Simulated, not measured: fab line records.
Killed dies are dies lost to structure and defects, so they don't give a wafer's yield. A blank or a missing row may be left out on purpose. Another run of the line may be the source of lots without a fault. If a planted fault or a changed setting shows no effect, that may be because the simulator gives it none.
fab line records -- flow nandHarc
record lots=14, wafers=40, lastDay=25
route steps=1159 shown THIN_TSV@1102 END@1159
lots untouched by any fault: they come from a run of this same line in which no faults occurred
startH: hours from the record's first day to the start of the lot's first wafer shown -- waitH: hours elapsed since this lot's preceding step -- " identical to the entry in the row above -- L1.1+2: one row covering several wafers at once -- - no value present, or no start provided -- * or withheld: withheld -- < > ~ a bound
route shown NAME@n: a module of which the file shows steps, and the number in the route of the first -- usual: mean/standard deviation of fault-free wafers -- same: alike in all rows -- chamber/n: place in a boat -- sites: the reading at each site -- _std_site: standard deviation across them -- _edge_site: the outer-site mean with the inner-site mean subtracted -- radiusMm: for every site, how far away it sits from the centre of the wafer -- mask NAME#n: copy n -- behind: the tool/chamber that last shaped the wafer -- hold: what put the lot on hold/how long, in hours/how the hold closed -- device: the transistor (n, p or np) that didn't switch -- end of line: tests of these same wafers at the route's end -- a step without rows: its recipe alone -- killed: the dies lost at the first sort to structure and to defects; this is not the yield of the wafer -- map: a wafer's dies, x killed, . not, _ none there
set.NAME: the run value of the setting; set.NAME@STEP: its run value at that earlier step -- model.NAME: the simulator's own value behind a step, which no gauge read
a sample of lots followed through the steps of the route, with each step as a table and each wafer as a row
services: a tool's chamber out of use, with start hour (startH, from the record's first day; less than 0 if before it), hours out, and reason
## steps
# step NHARC_THIN_TSV_CMP_01
# recipe targetThkUm=3
# usual motorCurrentA=12.0/0.84, retainingRingPressureFrac=1.000/0.0053
lot.wafer,tool,chamber,startH,waitH,motorCurrentA,retainingRingPressureFrac
L662.1,cmp-04,1,438.92,1.4,11.1,1.003
L662.3,cmp-04,3,438.92,1.4,13.4,1.011
L662.6,cmp-04,1,438.92,1.4,12.3,1.002
L660.2,cmp-02,2,440.62,1.2,12.7,1.000
L660.1,cmp-02,3,440.62,1.2,12.9,0.996
L660.6,cmp-02,1,440.62,1.2,11.0,0.991
L663.4,cmp-04,0,443.11,0.6,12.2,1.003
L663.2,cmp-04,1,443.11,0.6,11.8,1.004
L663.6,cmp-04,2,443.11,0.6,11.2,0.997
L664.1,cmp-02,3,450.60,1.4,12.7,0.997
L664.4,cmp-02,1,450.60,1.4,11.2,0.994
L664.2,cmp-02,2,450.60,1.4,12.0,0.991
L667.4,cmp-04,0,452.21,0.6,12.2,0.996
L667.2,cmp-04,2,452.21,0.6,10.7,1.007
L667.5,cmp-04,0,452.21,0.6,13.0,0.994
L668.3,cmp-03,3,480.28,0.6,11.7,0.989
L668.1,cmp-03,0,480.28,0.6,10.8,1.004
L668.4,cmp-03,1,480.28,0.6,10.9,0.999
L670.1,cmp-04,3,481.48,1.0,13.0,0.994
L670.2,cmp-04,2,481.48,1.0,11.5,0.999
L670.6,cmp-04,3,481.48,1.0,12.9,0.998
L666.1,cmp-04,0,484.64,1.1,12.9,0.994
L666.6,cmp-04,1,484.64,1.1,12.5,1.005
L666.5,cmp-04,2,484.64,1.1,10.8,0.995
L669.4,cmp-03,1,501.83,0.4,11.2,1.002
L669.3,cmp-03,2,501.83,0.4,11.4,1.002
L669.2,cmp-03,3,501.83,0.4,11.7,0.997
L675.4,cmp-04,0,537.63,0.4,12.5,1.009
L675.5,cmp-04,0,537.63,0.4,12.7,1.006
L676.4,cmp-04,3,543.37,0.4,13.6,0.994
L676.1,cmp-04,1,543.37,0.4,11.7,1.008
L679.2,cmp-03,1,554.42,0.9,10.9,1.000
L679.3,cmp-03,3,554.42,0.9,12.5,1.011
L679.5,cmp-03,1,554.42,0.9,11.3,1.003
L683.2,cmp-03,2,565.50,0.9,12.2,0.998
L683.4,cmp-03,0,565.50,0.9,10.4,1.003
L683.5,cmp-03,1,565.50,0.9,11.4,0.994
L681.4,cmp-02,0,566.70,0.4,13.1,0.994
L681.1,cmp-02,2,566.70,0.4,11.9,0.998
L681.6,cmp-02,0,566.70,0.4,13.0,0.993
# step NHARC_THIN_TSV_CD_MEAS_12
# recipe targetCdNm=1000, landingEnergyEv=500
# usual cdNm=1000.2/2.4
lot.wafer,tool,chamber,startH,waitH,cdNm
L662.1,cdSem-02,0,440.26,-,998.0
L662.3,cdSem-02,0,440.26,-,1002.6
L662.6,cdSem-02,0,440.26,-,999.2
L660.1,cdSem-03,0,441.91,-,1000.5
L660.2,cdSem-03,0,441.91,-,1004.2
L660.6,cdSem-03,0,441.91,-,1001.1
L663.2,cdSem-03,0,444.38,-,998.0
L663.4,cdSem-03,0,444.38,-,997.6
L663.6,cdSem-03,0,444.38,-,999.4
L664.1,cdSem-02,0,451.79,-,1000.4
L664.2,cdSem-02,0,451.79,-,998.0
L664.4,cdSem-02,0,451.79,-,1001.0
L667.2,cdSem-02,0,453.38,-,1001.9
L667.4,cdSem-02,0,453.38,-,1000.3
L667.5,cdSem-02,0,453.38,-,1002.5
L668.1,cdSem-03,0,481.57,-,1002.6
L668.3,cdSem-03,0,481.57,-,1003.2
L668.4,cdSem-03,0,481.57,-,1005.7
L670.1,cdSem-01,0,482.86,-,995.7
L670.2,cdSem-01,0,482.86,-,999.9
L670.6,cdSem-01,0,482.86,-,1002.8
L666.1,cdSem-01,0,485.88,-,997.7
L666.5,cdSem-01,0,485.88,-,997.0
L666.6,cdSem-01,0,485.88,-,1002.0
L669.2,cdSem-01,0,503.12,-,1001.9
L669.3,cdSem-01,0,503.12,-,1002.5
L669.4,cdSem-01,0,503.12,-,1000.8
L675.4,cdSem-03,0,538.82,-,1002.3
L675.5,cdSem-03,0,538.82,-,999.7
L676.1,cdSem-03,0,544.69,-,1001.1
L676.4,cdSem-03,0,544.69,-,1003.1
L679.2,cdSem-02,0,555.60,-,1003.7
L679.3,cdSem-02,0,555.60,-,998.7
L679.5,cdSem-02,0,555.60,-,1004.1
L683.2,cdSem-03,0,566.67,-,997.7
L683.4,cdSem-03,0,566.67,-,997.0
L683.5,cdSem-03,0,566.67,-,998.7
L681.1,cdSem-02,0,568.03,-,1004.0
L681.4,cdSem-02,0,568.03,-,998.6
L681.6,cdSem-02,0,568.03,-,1003.1
# step NHARC_THIN_TSV_DEGAS_49
# recipe tempC=300, timeS=120
# usual heaterPowerW=480/51
lot.wafer,tool,chamber,startH,waitH,heaterPowerW
L662.1,pvdSputter-03,-,443.03,0.1,540
L662.3,pvdSputter-03,-,443.03,0.1,460
L662.6,pvdSputter-03,-,443.03,0.1,453
L660.1,pvdSputter-02,-,444.82,0.2,522
L660.2,pvdSputter-02,-,444.82,0.2,534
L660.6,pvdSputter-02,-,444.82,0.2,513
L663.4,pvdSputter-01,-,447.19,0.1,452
L663.2,pvdSputter-01,-,447.19,0.1,513
L663.6,pvdSputter-01,-,447.19,0.1,431
L664.4,pvdSputter-01,-,455.41,0.1,511
L664.2,pvdSputter-01,-,455.41,0.1,443
L664.1,pvdSputter-01,-,455.41,0.1,561
L667.2,pvdSputter-03,-,457.64,0.2,450
L667.4,pvdSputter-03,-,457.64,0.2,475
L667.5,pvdSputter-03,-,457.64,0.2,528
L668.3,pvdSputter-01,-,484.36,0.1,459
L668.1,pvdSputter-01,-,484.36,0.1,575
L668.4,pvdSputter-01,-,484.36,0.1,498
L670.2,pvdSputter-01,-,485.65,0.1,443
L670.1,pvdSputter-01,-,485.65,0.1,463
L670.6,pvdSputter-01,-,485.65,0.1,440
L666.1,pvdSputter-01,-,488.68,0.1,449
L666.6,pvdSputter-01,-,488.68,0.1,445
L666.5,pvdSputter-01,-,488.68,0.1,569
L669.3,pvdSputter-02,-,506.22,0.1,424
L669.2,pvdSputter-02,-,506.22,0.1,523
L669.4,pvdSputter-02,-,506.22,0.1,504
L675.4,pvdSputter-03,-,542.75,0.1,457
L675.5,pvdSputter-03,-,542.75,0.1,519
L676.1,pvdSputter-01,-,548.00,0.1,492
L676.4,pvdSputter-01,-,548.00,0.1,429
L679.3,pvdSputter-02,-,558.53,0.1,519
L679.2,pvdSputter-02,-,558.53,0.1,500
L679.5,pvdSputter-02,-,558.53,0.1,545
L683.4,pvdSputter-02,-,569.56,0.1,420
L683.2,pvdSputter-02,-,569.56,0.1,535
L683.5,pvdSputter-02,-,569.56,0.1,421
L681.1,pvdSputter-01,-,570.91,0.1,529
L681.4,pvdSputter-01,-,570.91,0.1,463
L681.6,pvdSputter-01,-,570.91,0.1,434
# step NHARC_THIN_TSV_DESCUM_35
# recipe timeS=3, o2FlowSccm=200, arFlowSccm=0, biasPowerW=0, chemistry=O2
# usual drypumpMotorCurrentA=5.8/0.32, oesProductAu=0.991/0.015, rfVppV=57.8/0.8, runLengthS=23.8/0.3, showerheadPlenumPTorr=1.92/0.073, throttleValvePct=11.312/0.0096
lot.wafer,tool,chamber,startH,waitH,drypumpMotorCurrentA,oesProductAu,rfHoursCounterH,rfVppV,runLengthS,showerheadPlenumPTorr,throttleValvePct
L662.3,rieDiel-02,2,446.32,-,5.9,1.001,10,59.2,24.1,2.04,11.323
L662.1,rieDiel-02,0,446.32,-,5.9,1.028,11,57.1,24.1,2.02,11.304
L662.6,rieDiel-02,2,446.32,-,5.9,1.000,-,58.6,23.8,2.04,11.313
L660.1,rieDiel-01,2,447.98,-,6.0,0.988,8,59.1,23.4,2.03,11.311
L660.2,rieDiel-01,0,447.98,-,6.1,1.013,8,57.5,23.8,2.00,11.322
L660.6,rieDiel-01,3,447.98,-,5.8,0.997,-,57.1,23.7,1.90,11.312
L663.2,rieDiel-12,3,450.64,-,5.1,0.983,6,57.4,24.0,1.78,11.299
L663.4,rieDiel-12,0,450.64,-,5.9,1.008,5,57.8,23.5,1.92,11.308
L663.6,rieDiel-12,3,450.64,-,5.1,0.970,-,56.8,24.1,1.78,11.313
L664.2,rieDiel-01,1,458.71,-,5.4,0.980,7,57.1,23.3,1.95,11.319
L664.1,rieDiel-01,2,458.71,-,6.0,0.990,9,58.8,23.5,2.02,11.319
L664.4,rieDiel-01,3,458.71,-,5.8,1.006,9,57.2,24.0,1.90,11.305
L667.4,rieDiel-02,0,461.08,-,5.8,1.013,13,57.1,24.2,2.02,11.292
L667.2,rieDiel-02,1,461.08,-,6.5,0.985,12,57.6,24.0,1.85,11.312
L667.5,rieDiel-02,3,461.08,-,5.8,1.026,-,58.6,24.3,1.92,11.317
L668.1,rieDiel-12,1,487.51,-,5.6,0.998,6,58.3,23.5,1.91,11.326
L668.3,rieDiel-12,3,487.51,-,5.1,0.980,8,57.1,24.2,1.77,11.310
L668.4,rieDiel-12,0,487.51,-,5.9,1.003,7,57.7,23.8,1.92,11.325
L670.2,rieDiel-12,2,488.96,-,5.5,0.984,6,58.7,23.9,1.86,11.304
L670.1,rieDiel-12,0,488.96,-,5.9,0.996,7,58.2,23.5,1.92,11.310
L670.6,rieDiel-12,1,488.96,-,5.7,0.995,-,56.7,23.5,1.91,11.318
L666.1,rieDiel-12,1,492.00,-,5.6,1.006,6,57.0,23.5,1.91,11.320
L666.5,rieDiel-12,2,492.00,-,5.5,0.974,-,56.9,23.4,1.86,11.318
L666.6,rieDiel-12,3,492.00,-,5.1,0.973,-,56.0,24.1,1.77,11.303
L669.2,rieDiel-01,0,509.54,-,6.1,0.997,1,59.8,23.6,2.00,11.320
L669.3,rieDiel-01,1,509.54,-,5.4,0.975,1,57.5,23.6,1.95,11.304
L669.4,rieDiel-01,3,509.54,-,5.8,0.983,-,57.7,23.4,1.90,11.294
L675.4,rieDiel-01,3,546.07,-,5.8,0.976,5,58.4,23.4,1.90,11.311
L675.5,rieDiel-01,0,546.07,-,6.1,0.995,-,59.1,21.8,2.00,11.307
L676.4,rieDiel-01,2,551.29,-,6.0,0.982,4,57.2,24.1,2.02,11.320
L676.1,rieDiel-01,0,551.29,-,6.1,1.004,4,59.3,22.5,2.00,11.311
L679.3,rieDiel-01,1,561.85,-,5.4,0.966,5,58.0,23.4,1.95,11.322
L679.2,rieDiel-01,2,561.85,-,6.1,0.967,6,58.9,23.4,2.02,11.309
L679.5,rieDiel-01,0,561.85,-,6.1,1.000,-,58.0,21.9,2.00,11.326
L683.4,rieDiel-12,1,572.72,-,5.6,0.994,1,57.8,23.6,1.91,11.330
L683.2,rieDiel-12,2,572.72,-,5.5,0.973,1,56.6,23.5,1.86,11.310
L683.5,rieDiel-12,1,572.72,-,5.6,1.009,-,58.2,23.7,1.91,11.302
L681.4,rieDiel-12,2,574.20,-,5.5,0.975,1,57.2,23.7,1.86,11.305
L681.1,rieDiel-12,0,574.20,-,5.9,0.987,1,57.1,24.0,1.92,11.309
L681.6,rieDiel-12,3,574.20,-,5.1,0.969,-,56.8,23.7,1.77,11.302
# step NHARC_END_SORT_01
# recipe tempC=25
# usual defectLimitedYield=95.8/1.3, killedAtArray=24/8.7, killedAtOther=0.8/1.2, killedAtPeriphery=3.6/2.3, killedDies=28/8.9, killedOpen=3.2/1.9, killedShort=2.0/1.6, sort_bin_2_pct=1.3/0.57, sort_bin_3_pct=0.22/0.19, sort_bin_4_pct=2.7/0.89, sortNPass=649/8.9, sortRimYieldPct=95/3.1, sortYieldPct=95.8/1.3
# same grossDies=677, sort_bin_5_pct[%]=0, sort_bin_6_pct[%]=0, sort_bin_7_pct[%]=0, sort_bin_8_pct[%]=0, sortRimNGross=106.00
lot.wafer,tool,chamber,startH,waitH,defectLimitedYield[%],killedAtArray,killedAtOther,killedAtPeriphery,killedDies,killedOpen,killedShort,sort_bin_2_pct[%],sort_bin_3_pct[%],sort_bin_4_pct[%],sortNPass,sortRimYieldPct[%],sortYieldPct[%]
L662.1,prober-01,0,472.38,2.5,95.3,26,1,5,32,3,6,1.3,0.30,3.1,645,97,95.3
L662.3,prober-01,0,473.97,3.1,97.2,18,0,1,19,5,1,0.9,0.15,1.8,658,93,97.2
L662.6,prober-01,0,476.35,4.0,96.8,17,0,5,22,6,0,0.9,0.30,2.1,655,92,96.8
L667.2,prober-02,0,481.13,2.8,97.3,16,0,2,18,4,4,0.9,0.15,1.6,659,99,97.3
L667.4,prober-02,0,482.72,3.4,96.6,18,0,5,23,6,2,0.7,0.15,2.5,654,97,96.6
L667.5,prober-02,0,483.52,3.7,97.3,17,0,1,18,4,2,1.2,0.15,1.3,659,98,97.3
L668.1,prober-02,0,496.76,2.5,94.4,30,0,8,38,2,2,1.6,0.44,3.5,639,95,94.4
L668.3,prober-02,0,498.38,3.1,95.9,22,1,5,28,2,2,1.6,0.44,2.1,649,92,95.9
L668.4,prober-02,0,499.19,3.4,94.8,24,2,9,35,7,3,1.9,0.15,3.1,642,98,94.8
L666.1,prober-01,0,504.42,2.4,95.6,24,3,3,30,4,2,1.3,0.44,2.7,647,92,95.6
L666.5,prober-01,0,507.66,3.7,96.0,26,1,0,27,2,3,1.3,0.15,2.5,650,94,96.0
L666.6,prober-01,0,508.47,4.1,96.2,25,0,1,26,2,2,1.2,0.15,2.5,651,94,96.2
L679.2,prober-02,0,578.21,2.8,96.2,21,0,5,26,1,1,1.5,0,2.4,651,92,96.2
L679.3,prober-02,0,579.01,3.1,95.9,24,1,3,28,3,1,1.3,0.15,2.7,649,94,95.9
L679.5,prober-02,0,580.62,3.7,95.3,29,0,3,32,4,1,1.0,0.44,3.2,645,92,95.3
# killed by level:class
L662.1 A_SLIT:chamberFilmFlake=7 A_CHANNEL_HOLE_D1:chamberFilmFlake=4 A_CONTACT:chamberFilmFlake=4 A_STAIRCASE:chamberFilmFlake=3 P_M1:chamberFilmFlake=2 P_CONTACT:geometricParticle:short=1 A_ONON_D1:geometricParticle:open=1 A_ONON_D1:geometricParticle:short=1
L662.3 A_SLIT:chamberFilmFlake=6 A_STAIRCASE:chamberFilmFlake=3 A_CONTACT:chamberFilmFlake=2 P_GATE:geometricParticle:short=1 A_CHANNEL_HOLE_D1:geometricParticle:open=1 A_CHANNEL_FILL_D1:geometricParticle:open=1 A_SGD_CUT:geometricParticle:open=1 A_BLC:geometricParticle:open=1
L662.6 A_SLIT:chamberFilmFlake=6 A_CHANNEL_HOLE_D1:chamberFilmFlake=2 A_STAIRCASE:chamberFilmFlake=2 A_CONTACT:chamberFilmFlake=2 P_GATE:geometricParticle:open=1 P_CONTACT:geometricParticle:open=1 P_M2:geometricParticle:open=1 A_CHANNEL_HOLE_D1:geometricParticle:open=1
L667.2 A_STAIRCASE:chamberFilmFlake=4 A_CONTACT:chamberFilmFlake=4 A_WL_FILL:geometricParticle:short=3 P_GATE:geometricParticle:open=1 P_M1:geometricParticle:open=1 A_ONON_D1:geometricParticle:open=1 A_M0:geometricParticle:short=1 A_M0:geometricParticle:open=1
L667.4 A_CHANNEL_HOLE_D1:chamberFilmFlake=5 A_STAIRCASE:chamberFilmFlake=4 A_CONTACT:chamberFilmFlake=4 P_M0:geometricParticle:open=2 P_GATE:geometricParticle:open=1 P_M1:geometricParticle:open=1 A_ONON_D1:geometricParticle:short=1 A_CONTACT:geometricParticle:open=1
L667.5 A_STAIRCASE:chamberFilmFlake=4 A_CONTACT:chamberFilmFlake=4 A_M0:geometricParticle:open=2 A_WL_FILL:geometricParticle:short=1 A_WL_FILL:geometricParticle:open=1 A_BLC:geometricParticle:open=1 A_M0:geometricParticle:short=1 P_STI:chamberFilmFlake=1
L668.1 A_SLIT:chamberFilmFlake=15 A_STAIRCASE:chamberFilmFlake=4 A_WL_FILL:chamberFilmFlake=3 A_CONTACT:chamberFilmFlake=3 A_CONTACT:geometricParticle:short=2 P_ZERO_WELL:chamberFilmFlake=2 P_STI:chamberFilmFlake=2 P_M2:chamberFilmFlake=2
L668.3 A_SLIT:chamberFilmFlake=7 A_WL_FILL:chamberFilmFlake=4 P_M2:chamberFilmFlake=3 A_CHANNEL_HOLE_D1:chamberFilmFlake=3 P_ZERO_WELL:chamberFilmFlake=2 A_STAIRCASE:chamberFilmFlake=2 A_CONTACT:chamberFilmFlake=2 A_ONON_D1:geometricParticle:open=1
L668.4 A_SLIT:chamberFilmFlake=13 P_ZERO_WELL:chamberFilmFlake=3 P_M0:geometricParticle:open=2 P_M2:chamberFilmFlake=2 A_CONTACT:chamberFilmFlake=2 P_CONTACT:geometricParticle:open=1 A_ONON_D1:geometricParticle:short=1 A_CHANNEL_HOLE_D1:geometricParticle:open=1
L666.1 A_CHANNEL_HOLE_D1:chamberFilmFlake=14 A_CONTACT:chamberFilmFlake=4 THIN_TSV:chamberFilmFlake=3 A_ONON_D1:geometricParticle:open=2 A_STAIRCASE:chamberFilmFlake=2 P_CONTACT:geometricParticle:open=1 P_M2:geometricParticle:open=1 A_ONON_D1:geometricParticle:short=1
L666.5 A_CHANNEL_HOLE_D1:chamberFilmFlake=14 A_STAIRCASE:chamberFilmFlake=4 A_CHANNEL_FILL_D1:geometricParticle:short=2 A_CONTACT:geometricParticle:open=2 A_ONON_D1:geometricParticle:short=1 A_ZERO_WELL:chamberFilmFlake=1 A_WL_FILL:chamberFilmFlake=1 A_CONTACT:chamberFilmFlake=1
L666.6 A_CHANNEL_HOLE_D1:chamberFilmFlake=17 A_STAIRCASE:chamberFilmFlake=2 A_SGD_CUT:geometricParticle:short=1 A_WL_FILL:geometricParticle:open=1 A_WL_FILL:geometricParticle:short=1 A_CONTACT:geometricParticle:open=1 P_GATE:chamberFilmFlake=1 A_WL_FILL:chamberFilmFlake=1
L679.2 A_CHANNEL_HOLE_D1:chamberFilmFlake=15 A_CHANNEL_FILL_D1:chamberFilmFlake=3 P_GATE:chamberFilmFlake=2 A_ZERO_WELL:chamberFilmFlake=2 P_CONTACT:geometricParticle:short=1 P_M0:geometricParticle:open=1 P_ZERO_WELL:chamberFilmFlake=1 A_BONDPAD:chamberFilmFlake=1
L679.3 A_CHANNEL_HOLE_D1:chamberFilmFlake=16 P_GATE:chamberFilmFlake=2 A_CHANNEL_FILL_D1:chamberFilmFlake=1 A_SGD_CUT:geometricParticle:short=1 A_SGD_CUT:geometricParticle:open=1 A_CONTACT:geometricParticle:open=1 A_BLC:geometricParticle:open=1 P_ZERO_WELL:chamberFilmFlake=1
L679.5 A_CHANNEL_HOLE_D1:chamberFilmFlake=18 A_STAIRCASE:chamberFilmFlake=3 P_M0:geometricParticle:open=1 A_CHANNEL_HOLE_D1:geometricParticle:open=1 A_CHANNEL_FILL_D1:geometricParticle:open=1 A_WL_FILL:geometricParticle:short=1 A_CONTACT:geometricParticle:open=1 P_ZERO_WELL:chamberFilmFlake=1
## services
tool,chamber,startH,hours,kind
cmp-02,-,422.50,4.0,pm
rieDiel-12,0,437.43,-,clean
cmp-03,-,450.00,4.0,pm
pvdSputter-03,-,458.00,10.0,pm
pvdSputter-02,-,465.80,1.1,repair
rieDiel-01,-,491.84,9.0,pm
pvdSputter-03,-,494.74,2.8,repair
cmp-04,-,497.07,4.0,pm
cmp-03,-,498.86,1.4,repair
cmp-04,-,501.07,-,consumableReplace:conditioner
cmp-04,-,501.07,-,consumableReplace:pad
cmp-03,-,504.44,1.6,repair
rieDiel-02,-,505.00,9.0,pm
rieDiel-01,2,507.48,4.4,repair
pvdSputter-03,-,517.47,1.9,repair
cmp-02,-,520.60,4.0,pm
rieDiel-12,3,537.28,29.8,repair
pvdSputter-01,-,537.83,10.0,pm
cmp-03,-,548.00,4.0,pm
pvdSputter-01,-,550.11,3.2,repair
rieDiel-12,-,556.41,9.0,pm
cmp-04,-,559.93,3.2,repair
pvdSputter-03,-,563.03,3.1,repair
pvdSputter-02,-,573.21,10.0,pm
## key
firstSign step=NHARC_THIN_TSV_DESCUM_35, reading=runLengthS, direction=down, sigmas=5.7, usual=*, struck=*
effect none on later readings
metAt NHARC_THIN_TSV_DESCUM_35
struckLots L675,L676,L679
struckWafers L675.5,L676.1,L679.5
sortLeftOut L675.5,L676.1
notActingAt NHARC_THIN_TSV_CMP_01,NHARC_THIN_TSV_CD_MEAS_12,NHARC_THIN_TSV_DEGAS_49
onsetBetween 509.54 546.07
fault kind=processParameterDrift, tool=rieDiel-01, chamber=-, onsetH=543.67, steps=NHARC_THIN_TSV_DESCUM_35, channel=timeS, offset=*, shape=step, endH=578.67, scope=struckWafersOnly, actsIn=*, stated=*
# sortLeftOut: the simulated sort isn't trusted on such a fault, so these wafers' sort isn't shown, and their yield isn't known
